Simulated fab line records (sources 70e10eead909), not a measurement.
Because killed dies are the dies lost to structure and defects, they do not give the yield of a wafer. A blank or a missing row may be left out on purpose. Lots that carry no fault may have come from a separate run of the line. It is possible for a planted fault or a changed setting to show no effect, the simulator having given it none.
fab line records | flow nandHarc
record lots=6 wafers=18 lastDay=32
route steps=1302 shown P_CONTACT@218 END@1302
lots with no fault: from the same line, run without faults
startH: the number of hours between the record's first day and the start of the first shown wafer of the lot | waitH: hours since the lot's step before | " identical to the entry in the row above | L1.1+2: a single row standing in for several wafers | - either no value or no given start | * or withheld: withheld | < > ~ a bound
route shown NAME@n: a module of which the file shows steps, and the number in the route of the first | usual: mean/standard deviation of fault-free wafers | same: alike in all rows | chamber/n: place in a boat | sites: each site's reading | _std_site: the values' standard deviation | _edge_site: inner sites' mean taken away from outer sites' mean | radiusMm: for every site, how far away it sits from the centre of the wafer | mask NAME#n: copy n | behind: the last tool/chamber to shape the wafer | hold: why the lot went on hold/how many hours it stayed there/how the hold came to an end | device: whichever transistor did not switch (one of n, p or np) | end of line: tests run on the same wafers once the route is complete | a step with no rows: only its recipe | killed: the dies lost at the first sort to structure and to defects; this is not the yield of the wafer | map: the dies of a wafer, with x for killed, . for not killed, _ for no die there
set.NAME: the setting the step ran with; set.NAME@STEP: the setting that earlier step ran with | model.NAME: the simulator's own value behind a step, which no gauge read
lots at some steps of the route; a table a step, a row a wafer
services: from which hour (startH, from the record's first day; less than 0 if before it) a tool's chamber was out of use, for how many hours, and why
## steps
# step NHARC_P_CONTACT_DEP_00
# recipe targetThkA=5000 tempC=400 pressureTorr=6.5 rfW=900 teosFlowSccm=161.4 flowSccm=2650 targetThkNm=500 gas=O2 material=SiO2
# usual heaterPowerW=548/80 throttleValvePct=16.0/0.59
# columns lot.wafer tool chamber startH waitH heaterPowerW throttleValvePct
L348.3 pecvd-04 2 - - 517 15.7
L348.5 " 1 " " 634 16.1
L348.4 " 2 " " 552 15.7
L354.2 pecvd-01 0 196.23 0.3 532 15.8
L354.1 " 1 " " 594 15.8
L354.6 " 0 " " 433 16.1
L355.1 pecvd-04 1 - - 568 16.1
L355.2 " 2 " " 564 15.8
L355.5 " 2 " " 582 15.9
L362.1 pecvd-01 1 - - 575 15.5
L362.2 " 2 " " 548 17.1
L362.5 " 0 " " 407 16.2
L365.3 pecvd-03 0 - - 469 16.1
L365.1 " 1 " " 450 16.4
L365.2 " 2 " " 704 16.7
L367.3 pecvd-03 1 - - 461 16.1
L367.2 " 2 " " 764 16.6
L367.5 " 2 " " 804 16.5
# step NHARC_P_CONTACT_CMP_01
# recipe targetThkNm=200 material=SiO2
# step NHARC_P_CONTACT_SRD_03
# step NHARC_P_CONTACT_DEHYDRATE_04
# recipe tempC=150 timeS=120
# step NHARC_P_CONTACT_HMDS_05
# recipe timeS=30
# step NHARC_P_CONTACT_COAT_33
# recipe tempC=260 timeS=75
# step NHARC_P_CONTACT_COAT_34
# recipe tempC=225 timeS=65
# step NHARC_P_CONTACT_COAT_06
# recipe spinRpm=1500 resistThkNm=90
# step NHARC_P_CONTACT_SOFTBAKE_07
# recipe tempC=105 timeS=55
# step NHARC_P_CONTACT_EBR_08
# step NHARC_P_CONTACT_EXPOSE_09
# recipe na=1.35 targetCdNm=90 doseMj=81.26 maskId=P_CA
# step NHARC_P_CONTACT_PEB_10
# recipe pebTempC=100 pebTimeS=65
# columns lot.wafer tool chamber startH waitH
L348.3+4+5 lithoTrack-01 0 141.09 0.0
L354.1+2+6 lithoTrack-06 0 197.46 0.1
L355.1+2+5 lithoTrack-06 0 211.44 0.1
L362.1+2+5 lithoTrack-04 0 273.79 0.1
L365.1+2+3 lithoTrack-04 0 312.52 0.1
L367.2+3+5 lithoTrack-06 0 331.19 0.1
# step NHARC_P_CONTACT_DEVELOP_11
# recipe developTimeS=35 devTempC=23
# step NHARC_P_CONTACT_CD_MEAS_12
# recipe targetCdNm=90 landingEnergyEv=500
# usual cdNm=90.0/0.71
# columns lot.wafer tool chamber startH waitH cdNm
L348.3 cdSem-03 0 141.17 - 89.6
L348.4 " 0 " " 89.4
L348.5 " 0 " " 90.5
L354.1 cdSem-02 0 197.54 - 98.9
L354.2 " 0 " " 97.9
L354.6 " 0 " " 98.0
L355.1 cdSem-02 0 211.52 - 96.9
L355.2 " 0 " " 97.9
L355.5 " 0 " " 98.1
L362.1 cdSem-02 0 273.87 - 88.9
L362.2 " 0 " " 90.4
L362.5 " 0 " " 89.4
L365.1 cdSem-01 0 312.59 - 89.6
L365.2 " 0 " " 89.3
L365.3 " 0 " " 89.4
L367.2 cdSem-01 0 331.27 - 88.7
L367.3 " 0 " " 89.0
L367.5 " 0 " " 88.7
# step NHARC_P_CONTACT_OVL_MEAS_13
# usual overlayXNm=0.1/0.86 overlayYNm=-0.2/0.81
# columns lot.wafer tool chamber startH waitH overlayXNm overlayYNm
L348.3 overlay-01 - 141.25 - -0.2 -1.4
L348.4 " - " " 0.0 -0.7
L348.5 " - " " -0.2 -0.8
L354.1 overlay-02 - 197.63 - 0.3 1.0
L354.2 " - " " 0.2 0.2
L354.6 " - " " -0.2 0.2
L355.1 overlay-01 - 211.61 - 0.8 0.4
L355.2 " - " " 0.7 0.3
L355.5 " - " " 0.3 0.4
L362.1 overlay-01 - 273.96 - 1.0 1.3
L362.2 " - " " 0.9 1.0
L362.5 " - " " 0.8 1.2
L365.1 overlay-01 - 312.68 - -0.3 -0.9
L365.2 " - " " -0.3 -0.8
L365.3 " - " " -0.2 -1.1
L367.2 overlay-02 - 331.36 - -0.5 0.4
L367.3 " - " " -0.1 -0.3
L367.5 " - " " -0.7 -0.3
# step NHARC_P_CONTACT_INSPECT_14
# usual rawDefectCount=4.1/2.5
# columns lot.wafer tool chamber startH waitH rawDefectCount
L348.3 defectInspect-01 - 141.29 0.0 3
L348.4 " - " " 3
L348.5 " - " " 5
L354.1 defectInspect-02 - 197.66 0.0 7
L354.2 " - " " 5
L354.6 " - " " 3
L355.1 defectInspect-01 - 211.64 0.0 7
L355.2 " - " " 4
L355.5 " - " " 3
L362.1 defectInspect-01 - 273.99 0.0 7
L362.2 " - " " 6
L362.5 " - " " 7
L365.1 defectInspect-01 - 312.74 0.1 4
L365.2 " - " " 5
L365.3 " - " " 6
L367.2 defectInspect-02 - 331.39 0.0 2
L367.3 " - " " 3
L367.5 " - " " 2
# step NHARC_P_CONTACT_DESCUM_17
# recipe timeS=3 o2FlowSccm=200 arFlowSccm=0 biasPowerW=0 chemistry=O2
# usual drypumpMotorCurrentA=5.9/0.54 oesProductAu=1.003/0.01 rfVppV=58.0/0.95 showerheadPlenumPTorr=1.93/0.081 throttleValvePct=11.311/0.0095
# columns lot.wafer tool chamber startH waitH drypumpMotorCurrentA oesProductAu rfHoursCounterH rfVppV showerheadPlenumPTorr throttleValvePct model.P_CONTACT.cdNm
L348.3 rieDiel-12 1 141.36 0.1 5.0 1.004 0.8 59.2 2.00 11.309 88.44
L348.4 " 3 " " 5.5 1.010 0.6 56.5 1.85 11.300 89.72
L348.5 " 0 " " 5.3 1.008 - 58.6 1.94 11.316 90.15
L354.1 rieDiel-12 1 197.73 0.1 5.0 1.000 2.3 58.2 2.00 11.312 98.08
L354.2 " 0 " " 5.3 1.001 2.2 58.4 1.94 11.312 97.68
L354.6 " 2 " " 6.2 1.001 - 58.4 1.85 11.309 98.1
L355.1 rieDiel-05 0 211.70 0.1 5.2 1.007 4.0 58.1 2.04 11.301 97.62
L355.2 " 2 " " 6.6 1.003 4.1 57.7 1.85 11.300 98.17
L355.5 " 3 " " 5.9 1.002 - 56.8 1.78 11.319 97.91
L362.2 rieDiel-11 0 274.06 0.1 6.8 1.015 0.2 56.7 1.99 11.313 90.2
L362.1 " 2 " " 5.9 1.025 0.2 58.2 2.06 11.326 89.15
L362.5 " 0 " " 6.8 1.001 - 58.3 1.99 11.307 89.3
L365.1 rieDiel-12 1 312.81 0.1 5.0 0.986 0.5 58.5 1.99 11.325 88.77
L365.2 " 2 " " 6.2 1.002 0.6 57.4 1.85 11.312 89.59
L365.3 " 3 " " 5.5 0.996 0.4 57.1 1.85 11.327 90.02
L367.2 rieDiel-12 3 331.45 0.1 5.5 0.998 1.1 56.3 1.85 11.312 89.31
L367.3 " 0 " " 5.3 0.999 1.0 58.2 1.94 11.303 89.35
L367.5 " 3 " " 5.5 1.002 - 57.1 1.85 11.307 89.84
# step NHARC_P_CONTACT_ETCH_35
# recipe targetDepthA=390 overEtchFrac=0.3 timeS=65 ionEnergyEv=80 cf4FlowSccm=150 arFlowSccm=0 rfW=300 biasW=100 chemistry=CF4
# usual cf4FlowSccm=150.0/0.41 drypumpMotorCurrentA=5.9/0.54 oesProductAu=1.004/0.0099 rfVppV=151.4/1.1 showerheadPlenumPTorr=1.79/0.069 throttleValvePct=13.284/0.0077
# columns lot.wafer tool chamber startH waitH cf4FlowSccm drypumpMotorCurrentA oesProductAu rfHoursCounterH rfVppV showerheadPlenumPTorr throttleValvePct
L348.4 rieDiel-12 2 141.44 0.1 149.8 6.2 1.004 0.8 151.6 1.72 13.273
L348.3 " 0 " " 149.0 5.2 1.005 0.7 151.1 1.79 13.280
L348.5 " 3 " " 150.0 5.5 1.022 - 150.6 1.72 13.289
L354.2 rieDiel-12 1 197.81 0.1 149.8 5.0 1.000 2.3 152.4 1.84 13.274
L354.1 " 3 " " 150.6 5.5 1.010 2.3 151.3 1.72 13.276
L354.6 " 1 " " 149.9 5.0 0.995 - 152.5 1.84 13.257
L355.2 rieDiel-05 3 211.81 0.1 150.2 5.9 0.989 4.2 149.1 1.65 13.294
L355.1 " 0 " " 149.6 5.2 1.019 4.0 153.3 1.88 13.290
L355.5 " 0 " " 150.3 5.2 1.013 - 150.9 1.88 13.273
L362.1 rieDiel-11 3 274.15 0.1 149.5 5.8 0.984 0.2 150.8 1.78 13.276
L362.2 " 0 " " 150.1 6.8 1.007 0.2 151.6 1.84 13.277
L362.5 " 2 " " 150.9 5.9 1.013 - 152.7 1.89 13.287
L365.1 rieDiel-12 3 312.89 0.1 150.2 5.5 1.022 0.4 150.7 1.72 13.278
L365.2 " 0 " " 149.7 5.3 1.014 0.4 150.8 1.79 13.274
L365.3 " 1 " " 150.8 5.0 0.995 0.5 151.7 1.84 13.277
L367.3 rieDiel-12 2 331.55 0.1 149.9 6.2 0.996 1.3 150.8 1.71 13.292
L367.2 " 3 " " 149.1 5.5 1.004 1.1 150.3 1.72 13.274
L367.5 " 1 " " 149.9 5.0 0.989 - 151.9 1.84 13.281
# step NHARC_P_CONTACT_ETCH_36
# recipe targetDepthA=2600 overEtchFrac=0.25 timeS=406.25 ionEnergyEv=200 n2FlowSccm=150 h2FlowSccm=150 arFlowSccm=0 rfW=400 biasW=150 chemistry=N2/H2
# usual drypumpMotorCurrentA=5.9/0.53 oesProductAu=1.004/0.0094 rfVppV=431.4/2.6 showerheadPlenumPTorr=2.07/0.09 throttleValvePct=14.173/0.0098
# columns lot.wafer tool chamber startH waitH drypumpMotorCurrentA oesProductAu rfHoursCounterH rfVppV showerheadPlenumPTorr throttleValvePct
L348.4 rieDiel-12 3 - - 5.5 1.007 0.7 429.0 1.98 14.171
L348.3 " 2 " " 6.2 0.999 0.9 427.2 1.97 14.182
L348.5 " 3 " " 5.5 1.011 - 429.8 1.98 14.180
L354.1 rieDiel-12 0 - - 5.3 1.001 2.2 432.0 2.07 14.150
L354.2 " 3 " " 5.5 1.019 2.4 429.8 1.97 14.164
L354.6 " 1 " " 5.0 1.003 - 431.7 2.13 14.165
L355.1 rieDiel-05 0 - - 5.2 1.011 4.1 434.7 2.18 14.162
L355.2 " 3 " " 5.9 0.994 4.3 426.6 1.89 14.169
L355.5 " 3 " " 5.9 0.988 - 426.6 1.89 14.175
L362.1 rieDiel-11 3 - - 5.8 0.995 0.3 430.5 2.05 14.171
L362.2 " 1 " " 5.9 1.031 0.3 432.2 2.12 14.178
L362.5 " 0 " " 6.8 0.998 - 433.0 2.13 14.179
L365.1 rieDiel-12 3 - - 5.5 1.010 0.5 429.6 1.97 14.157
L365.2 " 0 " " 5.3 0.984 0.4 430.0 2.07 14.178
L365.3 " 2 " " 6.2 0.992 0.7 428.4 1.97 14.179
L367.2 rieDiel-12 0 - - 5.3 1.002 1.1 430.9 2.07 14.172
L367.3 " 3 " " 5.5 1.004 1.1 429.2 1.97 14.187
L367.5 " 0 " " 5.3 1.008 - 431.7 2.07 14.174
# step NHARC_P_CONTACT_ETCH_18
# recipe targetDepthA=4810 timeS=240.5 c4f8FlowSccm=20 o2FlowSccm=10 arFlowSccm=withheld rfW=600 biasW=1500 chemistry=C4F8/O2/Ar
# usual oesProductAu=0.957/0.021 rfVppV=980/5.5
# columns lot.wafer tool chamber startH waitH oesProductAu rfHoursCounterH rfVppV
L348.4 rieDiel-12 2 - - 0.969 1.0 975
L348.3 " 3 " " 0.996 1.0 974
L348.5 " 1 " " 0.959 - 984
L354.2 rieDiel-12 1 - - 0.930 2.6 983
L354.1 " 2 " " 0.925 2.6 974
L354.6 " 1 " " 0.927 - 985
L355.1 rieDiel-05 2 - - 0.928 4.4 975
L355.2 " 3 " " 0.926 4.5 970
L355.5 " 2 " " 0.915 - 975
L362.2 rieDiel-11 0 - - 0.964 0.5 983
L362.1 " 1 " " 1.001 0.4 983
L362.5 " 3 " " 0.967 - 979
L365.1 rieDiel-12 1 - - 0.947 0.7 984
L365.2 " 2 " " 0.966 0.8 974
L365.3 " 0 " " 0.952 0.7 979
L367.2 rieDiel-12 1 - - 0.952 1.6 984
L367.3 " 2 " " 0.964 1.5 975
L367.5 " 1 " " 0.951 - 983
# step NHARC_P_CONTACT_STRIP_37
# recipe c4f8FlowSccm=withheld o2FlowSccm=8 arFlowSccm=withheld biasW=0 chemistry=C4F8/O2/Ar
# step NHARC_P_CONTACT_ETCH_31
# recipe targetDepthA=300 timeS=85.7 ionEnergyEv=120 overEtchFrac=1 ch3fFlowSccm=50 o2FlowSccm=30 arFlowSccm=200 rfW=500 biasW=100 chemistry=CH3F/O2
# usual drypumpMotorCurrentA=5.9/0.54 oesProductAu=0.979/0.015 rfVppV=244.7/1.6 showerheadPlenumPTorr=2.49/0.1 throttleValvePct=20.663/0.0092
# columns lot.wafer tool chamber startH waitH drypumpMotorCurrentA oesProductAu rfHoursCounterH rfVppV showerheadPlenumPTorr throttleValvePct model.P_CONTACT.cdNm
L348.4 rieDiel-12 0 - - 5.3 0.991 1.1 244.8 2.49 20.655 88.73
L348.3 " 1 " " 5.0 0.985 1.1 245.8 2.56 20.673 87.78
L348.5 " 0 " " 5.3 0.980 - 244.7 2.49 20.659 90.48
L354.2 rieDiel-12 1 - - 5.0 0.958 2.7 247.0 2.56 20.669 96.89
L354.1 " 3 " " 5.5 0.965 2.5 243.3 2.39 20.652 96.82
L354.6 " 1 " " 5.0 0.949 - 245.6 2.56 20.658 99.75
L355.2 rieDiel-05 3 - - 5.9 0.965 4.6 242.8 2.29 20.655 96.17
L355.1 " 2 " " 6.6 0.970 4.5 242.4 2.38 20.665 98.78
L355.5 " 0 " " 5.2 0.984 - 246.8 2.62 20.661 94.17
L362.1 rieDiel-11 1 - - 5.9 1.008 0.4 244.4 2.55 20.652 88.56
L362.2 " 3 " " 5.8 0.965 0.6 245.1 2.47 20.666 90.99
L362.5 " 0 " " 6.8 0.987 - 244.8 2.56 20.666 87.72
L365.3 rieDiel-12 2 - - 6.2 0.998 0.9 241.9 2.38 20.667 91.65
L365.1 " 3 " " 5.5 1.003 0.8 241.9 2.38 20.659 88.95
L365.2 " 0 " " 5.3 0.964 0.7 245.2 2.49 20.640 86.54
L367.2 rieDiel-12 3 - - 5.5 0.968 1.3 242.5 2.38 20.661 87.13
L367.3 " 0 " " 5.3 0.973 1.4 246.0 2.49 20.687 90.43
L367.5 " 2 " " 6.2 0.979 - 244.5 2.38 20.672 88.42
# step NHARC_P_CONTACT_CD_MEAS_19
# usual cdNm=90.2/1.8
# columns lot.wafer tool chamber startH waitH cdNm
L348.3 cdSem-02 - 142.31 - 88.4
L348.4 " - " " 88.9
L348.5 " - " " 90.5
L354.1 cdSem-02 - 199.11 - 96.7
L354.2 " - " " 96.9
L354.6 " - " " 99.7
L355.1 cdSem-03 - 212.72 - 99.1
L355.2 " - " " 96.3
L355.5 " - " " 94.0
L362.1 cdSem-01 - 274.93 - 88.6
L362.2 " - " " 90.6
L362.5 " - " " 87.5
L365.1 cdSem-03 - 313.67 - 88.8
L365.2 " - " " 86.8
L365.3 " - " " 91.6
L367.2 cdSem-02 - 332.32 - 87.2
L367.3 " - " " 90.3
L367.5 " - " " 88.1
# step NHARC_P_CONTACT_STRIP_28
# recipe o2FlowSccm=500 arFlowSccm=0 biasW=0 chemistry=O2
# usual drypumpMotorCurrentA=6.0/0.52 oesProductAu=1.003/0.0097 rfVppV=57.9/0.9 showerheadPlenumPTorr=3.57/0.14 throttleValvePct=17.037/0.0084
# columns lot.wafer tool chamber startH waitH drypumpMotorCurrentA oesProductAu rfHoursCounterH rfVppV showerheadPlenumPTorr throttleValvePct
L348.4 rieDiel-05 1 142.41 0.1 6.5 1.008 1.3 56.5 3.52 17.036
L348.3 " 2 " " 6.6 0.994 2.4 57.7 3.42 17.044
L348.5 " 3 " " 5.9 0.994 - 56.4 3.30 17.030
L354.1 rieDiel-05 2 199.21 0.1 6.6 1.000 3.9 58.7 3.42 17.039
L354.2 " 3 " " 5.9 0.993 4.0 56.7 3.30 17.030
L354.6 " 1 " " 6.5 1.003 - 56.5 3.52 17.055
L355.1 rieDiel-05 0 212.79 0.1 5.2 1.011 4.5 58.1 3.75 17.029
L355.2 " 3 " " 5.9 0.988 4.7 57.0 3.30 17.044
L355.5 " 2 " " 6.6 1.000 - 58.6 3.42 17.033
L362.1 rieDiel-05 1 275.00 0.1 6.5 1.002 1.3 58.0 3.51 17.049
L362.2 " 0 " " 5.2 1.009 1.2 58.0 3.75 17.043
L362.5 " 1 " " 6.5 0.993 - 58.4 3.51 17.026
L365.2 rieDiel-11 0 313.74 0.1 6.8 1.002 3.1 59.2 3.66 17.042
L365.1 " 1 " " 5.9 1.018 3.4 58.4 3.65 17.035
L365.3 " 3 " " 5.8 0.999 3.0 57.8 3.55 17.039
L367.2 rieDiel-05 0 332.39 0.1 5.2 1.011 2.6 58.0 3.75 17.049
L367.3 " 1 " " 6.5 0.983 2.7 58.2 3.51 17.031
L367.5 " 0 " " 5.2 1.008 - 59.1 3.75 17.034
# step NHARC_END_SORT_01
# recipe tempC=25
# usual killedAtArray=54/21 killedAtOther=1.0/1.2 killedAtPeriphery=3.6/2.6 killedDies=58/20 killedOpen=3.3/1.9 killedShort=2.6/1.5
# same grossDies=677
# columns lot.wafer tool chamber startH waitH killedAtArray killedAtOther killedAtPeriphery killedDies killedOpen killedShort
L354.1 prober-02 0 634.73 2.5 34 0 5 39 2 5
L354.6 prober-02 0 638.70 4.0 58 0 6 64 6 5
L355.1 prober-01 0 676.02 2.5 85 2 4 91 12 5
# killed by level:class
L354.1 A_SLIT:chamberFilmFlake=9 A_CHANNEL_HOLE_D2:chamberFilmFlake=7 A_STAIRCASE:chamberFilmFlake=6 P_GATE:chamberFilmFlake=5 A_CHANNEL_HOLE_D1:chamberFilmFlake=3 A_ONON_D1:geometricParticle:short=1 A_CHANNEL_FILL_D1:geometricParticle:short=1 A_ONON_D2:geometricParticle:open=1
L354.6 A_SLIT:chamberFilmFlake=29 A_CHANNEL_HOLE_D2:chamberFilmFlake=14 A_WL_FILL:geometricParticle:open=2 A_M0:geometricParticle:open=2 P_GATE:chamberFilmFlake=2 A_CHANNEL_HOLE_D1:chamberFilmFlake=2 A_STAIRCASE:chamberFilmFlake=2 P_CONTACT:areaPeb=2
L355.1 A_CHANNEL_HOLE_D1:chamberFilmFlake=30 A_SLIT:chamberFilmFlake=24 A_CHANNEL_HOLE_D2:chamberFilmFlake=12 A_CONTACT:geometricParticle:open=3 A_M0:geometricParticle:open=3 A_SOURCE_PLATE:geometricParticle:short=2 P_ZERO_WELL:chamberFilmFlake=2 A_CONTACT:chamberFilmFlake=2
## services
# columns tool chamber startH hours kind
rieDiel-11 1 118.71 5.5 repair
pecvd-04 - 121.09 13.0 pm
pecvd-03 - 129.65 0.3 repair
pecvd-01 - 130.06 13.0 pm
pecvd-03 2 139.73 6.3 repair
pecvd-03 - 148.44 1.1 repair
rieDiel-12 0 152.37 4.6 repair
lithoTrack-01 - 155.00 7.0 pm
rieDiel-12 - 159.39 0.7 repair
rieDiel-05 0 164.07 18.3 repair
lithoTrack-06 - 179.00 7.0 pm
rieDiel-05 - 179.67 2.1 repair
pecvd-03 - 185.00 13.0 pm
pecvd-01 2 193.21 11.8 repair
lithoTrack-04 - 203.00 7.0 pm
rieDiel-05 1 208.56 4.9 repair
pecvd-04 - 228.94 0.7 repair
rieDiel-05 - 229.60 9.0 pm
rieDiel-11 - 255.50 9.0 pm
rieDiel-12 - 268.40 9.0 pm
rieDiel-05 0 279.12 1.7 repair
pecvd-04 - 302.09 13.0 pm
pecvd-01 - 311.06 13.0 pm
pecvd-03 - 325.54 0.6 repair
## key
firstSign step=NHARC_P_CONTACT_CD_MEAS_12 reading=cdNm direction=up sigmas=11 usual=90.0 struck=97.9
effect step=NHARC_P_CONTACT_CD_MEAS_19 reading=cdNm direction=up sigmas=3.9 usual=90.2 struck=97.1
modelEffect step=NHARC_P_CONTACT_DESCUM_17 value=P_CONTACT.cdNm without=89.69 struck=97.93
modelEffect step=NHARC_P_CONTACT_ETCH_31 value=P_CONTACT.cdNm without=88.86 struck=97.1
metAt NHARC_P_CONTACT_PEB_10
struckWafers L354.1,L354.2,L354.6,L355.1,L355.2,L355.5
testerLeftOut L354,L355
fault kind=processParameterDrift tool=lithoTrack-06 chamber=- onsetH=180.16 steps=NHARC_P_CONTACT_PEB_10 channel=pebTimeS offset=* shape=step endH=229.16 actsIn=* stated=*
# testerLeftOut: of these lots the tester's yield and bins aren't shown, on N5 and GAA mostly nor the transistor test; their killed dies are dies lost to structure and defects alone, not to doping, threshold or leakage, so they don't give the yield
